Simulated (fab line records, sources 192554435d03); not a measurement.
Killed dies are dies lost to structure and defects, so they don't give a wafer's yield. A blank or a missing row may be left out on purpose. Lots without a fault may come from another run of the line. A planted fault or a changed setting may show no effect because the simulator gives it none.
Problem report in the 8D (eight disciplines) form, filled by code | flow n5_finfet | the parts of the form that need people (team, actions taken, sign-off) are left out

1. THE PROBLEM
etch_rf_on_time_s at N5_MOL_CONTACT_COAG_ETCH_47 reads a mean of 36.4 s on 1 wafer of 1 lot; wafers without a fault read 31.0 s with a standard deviation of 1.1. That is +4.9 standard deviations from the usual mean.
The step: etches SiNx in CH3F/O2, stops on W, target depth 27 nm.
First seen on wafer L830.5, day 8 14:58, on rie_diel-04. The record holds 14 wafers of 5 lots with a number at this step. Rule for "out", or "out of limits": more than 4 standard deviations from the usual mean. The other wafers with a number count as sound.

2. WHAT IT IS AND WHAT IT IS NOT
question                    | is                | is not
which readings at this step | etch_rf_on_time_s | drypump_motor_current_A, oes_product_au, rf_vpp_V, showerhead_plenum_p_Torr, throttle_valve_pct
which lots                  | L830              | L822, L823, L837, L838
which wafers of those lots  | L830.5            | L830.1
read on which tools         | rie_diel-04       | rie_diel-03
when                        | from day 8 14:58  | up to then (7 sound wafers); but 6 sound wafers of L837, L838 came after

3. SUSPECTS, AND WHAT RULES EACH OUT
Counting: a tool at a process step up to the reading stays a suspect if it ran every lot that is out. Sound lots after the first of them don't rule it out here, since some wafers of a struck lot are sound.
- rie_diel-03 at N5_MOL_CONTACT_COAG_DESCUM_88 (chemistry O2, time 7 s): kept. It ran the lot that is out, L830 (day 8 14:23).
- rie_diel-04 at N5_MOL_CONTACT_COAG_ETCHBACK_132 (etches SiO2 in CHF3, target depth 10 nm, time 6.7 s): kept. It ran the lot that is out, L830 (day 8 14:42); its last sound lot up to then is L823 (day 6 20:20).
- rie_diel-04 at N5_MOL_CONTACT_COAG_ETCH_91 (etches SOC in N2/H2, target depth 60 nm, overetch 21 nm, time 101.2 s): kept. It ran the lot that is out, L830 (day 8 14:44); its last sound lot up to then is L823 (day 6 20:22).
- rie_diel-04 at N5_MOL_CONTACT_COAG_VIA_ETCH_46 (etches SiO2 in C4F6/O2, target depth 46 nm, overetch 9.2 nm, time 40 s): kept. It ran the lot that is out, L830 (day 8 14:51); its last sound lot up to then is L823 (day 6 20:29).
- rie_diel-04 at N5_MOL_CONTACT_COAG_ETCH_47 (etches SiNx in CH3F/O2, stops on W, target depth 27 nm): kept. It ran the lot that is out, L830 (day 8 14:58); its last sound lot up to then is L823 (day 6 20:36). Its own readings are out on those wafers: etch_rf_on_time_s.
- Within rie_diel-03 at N5_MOL_CONTACT_COAG_DESCUM_88: the wafers that are out ran in chamber 1; their sound lot-mates ran in chamber 3.
- Within rie_diel-04 at N5_MOL_CONTACT_COAG_ETCHBACK_132: the wafers that are out ran in chamber 1; their sound lot-mates ran in chamber 2.
- Within rie_diel-04 at N5_MOL_CONTACT_COAG_ETCH_91: the wafers that are out ran in chamber 1; their sound lot-mates ran in chamber 2.
- Within rie_diel-04 at N5_MOL_CONTACT_COAG_VIA_ETCH_46: the wafers that are out ran in chamber 1; their sound lot-mates ran in chamber 2.
- Within rie_diel-04 at N5_MOL_CONTACT_COAG_ETCH_47: the wafers that are out ran in chamber 1; their sound lot-mates ran in chamber 2.
Left after counting: rie_diel-03 at N5_MOL_CONTACT_COAG_DESCUM_88, rie_diel-04 at N5_MOL_CONTACT_COAG_ETCHBACK_132, rie_diel-04 at N5_MOL_CONTACT_COAG_ETCH_91, rie_diel-04 at N5_MOL_CONTACT_COAG_VIA_ETCH_46, rie_diel-04 at N5_MOL_CONTACT_COAG_ETCH_47.

4. THE CAUSE (what the simulator had put in)
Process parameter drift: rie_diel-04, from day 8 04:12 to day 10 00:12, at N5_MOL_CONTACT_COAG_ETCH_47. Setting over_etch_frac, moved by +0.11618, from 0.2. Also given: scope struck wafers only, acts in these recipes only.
Counting left 5 suspects, and this tool is among them.

5. THE CHAIN OF EFFECTS, in route order
Each row: a reading whose mean over the struck wafers that have a number lies more than 3 standard deviations from the usual. Only readings for which the record gives a usual standard deviation are gone through. hours: the time from each lot's start at the first step in this table that gives one to its start at this step, as a median over the lots. sigmas: the change in usual standard deviations.
hours | step                        | reading           | usual  | on struck wafers | change | sigmas
0     | N5_MOL_CONTACT_COAG_ETCH_47 | etch_rf_on_time_s | 31.0 s | 36.4             | +5.4   | +4.9
The process steps in it:
- N5_MOL_CONTACT_COAG_ETCH_47: etches SiNx in CH3F/O2, stops on W, target depth 27 nm.
Later measuring or inspecting steps at which every struck wafer that the step has a row for has a number for every such reading, and none has moved that far: N5_BEOL_M4_RC_MEAS_101.

6. WHAT WOULD HAVE CAUGHT IT SOONER
In this record the first reading out of limits was taken at day 8 14:58, 11 hours after the fault began at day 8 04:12.
